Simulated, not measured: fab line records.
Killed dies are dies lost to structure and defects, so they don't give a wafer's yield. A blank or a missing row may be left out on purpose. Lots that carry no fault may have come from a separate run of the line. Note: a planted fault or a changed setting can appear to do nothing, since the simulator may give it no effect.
Chamber matching + flow n5Finfet + rieDiel-02 running N5_BEOL_M5_VIA_ETCH_34: 4 sister chambers
The step etches SiCOH lowk in C4F6/O2, target depth 88.3 nm, time 39.2 s. 16 wafers are shown with their chamber, then 8 later ones without.

== WAFERS WITH THEIR CHAMBER ==
| wafer  | chamber | throttleValvePct (%) | showerheadPlenumPTorr (Torr) | rfVppV (V) |
|--------|---------|----------------------|------------------------------|------------|
| L074.4 | 3       | 20.90                | 2.81                         | 648        |
| L074.5 | 1       | 20.52                | 2.73                         | 646        |
| L074.6 | 2       | 20.86                | 2.92                         | 657        |
| L075.1 | 1       | 20.53                | 2.73                         | 645        |
| L075.2 | 2       | 20.86                | 2.92                         | 659        |
| L075.6 | 1       | 20.53                | 2.73                         | 646        |
| L076.3 | 2       | 20.86                | 2.92                         | 658        |
| L076.4 | 1       | 20.54                | 2.73                         | 645        |
| L076.5 | 3       | 20.92                | 2.80                         | 647        |
| L081.1 | 3       | 20.93                | 2.80                         | 647        |
| L081.3 | 0       | 21.49                | 2.71                         | 668        |
| L081.5 | 1       | 20.54                | 2.72                         | 647        |
| L083.2 | 1       | 20.55                | 2.72                         | 646        |
| L083.3 | 0       | 21.51                | 2.71                         | 667        |
| L083.5 | 1       | 20.54                | 2.72                         | 645        |
| L085.3 | 1       | 20.55                | 2.72                         | 645        |

SIGNATURES (averages over the wafers above)
| reading               | chamber 0 | chamber 1 | chamber 2 | chamber 3 | scatter within a chamber |
|-----------------------|-----------|-----------|-----------|-----------|--------------------------|
| throttleValvePct      | 21.5000   | 20.5375   | 20.8600   | 20.9167   | 0.0109                   |
| showerheadPlenumPTorr | 2.7100    | 2.7250    | 2.9200    | 2.8033    | 0.00471                  |
| rfVppV                | 667.50    | 645.62    | 658.00    | 647.33    | 0.766                    |
Rule: for a wafer and a chamber, the distance is found by dividing, reading by reading, the gap between the wafer's reading and the chamber's mean by the reading's scatter, squaring, summing and taking the root. If the next closest chamber is less than 2 further off than the closest, the wafer can't be placed; otherwise it belongs to the closest. The scatter is the square root of a quotient: the sum, over the shown wafers, of each reading's squared deviation from its chamber's mean, divided by wafers minus chambers.

== WAFERS WITHOUT THEIR CHAMBER ==
| wafer  | throttleValvePct (%) | showerheadPlenumPTorr (Torr) | rfVppV (V) |
|--------|----------------------|------------------------------|------------|
| L085.4 | 20.58                | 2.72                         | 646        |
| L085.6 | 20.94                | 2.80                         | 648        |
| L088.3 | 20.90                | 2.90                         | 656        |
| L088.4 | 20.92                | 2.90                         | 657        |
| L088.6 | 20.57                | 2.72                         | 646        |
| L097.2 | 20.95                | 2.89                         | 657        |
| L097.4 | 21.26                | 3.03                         | 677        |
| L097.6 | 20.61                | 2.71                         | 646        |

== CHAMBER TAKEN BY EACH ==
| wafer  | from the rows above | in truth                   |
|--------|---------------------|----------------------------|
| L085.4 | 1                   | 1                          |
| L085.6 | 3                   | 3                          |
| L088.3 | 2                   | 2                          |
| L088.4 | 2                   | 2                          |
| L088.6 | 1                   | 1                          |
| L097.2 | 2                   | 2                          |
| L097.4 | 2                   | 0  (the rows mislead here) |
| L097.6 | 1                   | 1                          |
Correctly placed: 7 of 8. From these rows, 0 cannot be placed. Number placed wrongly: 1.
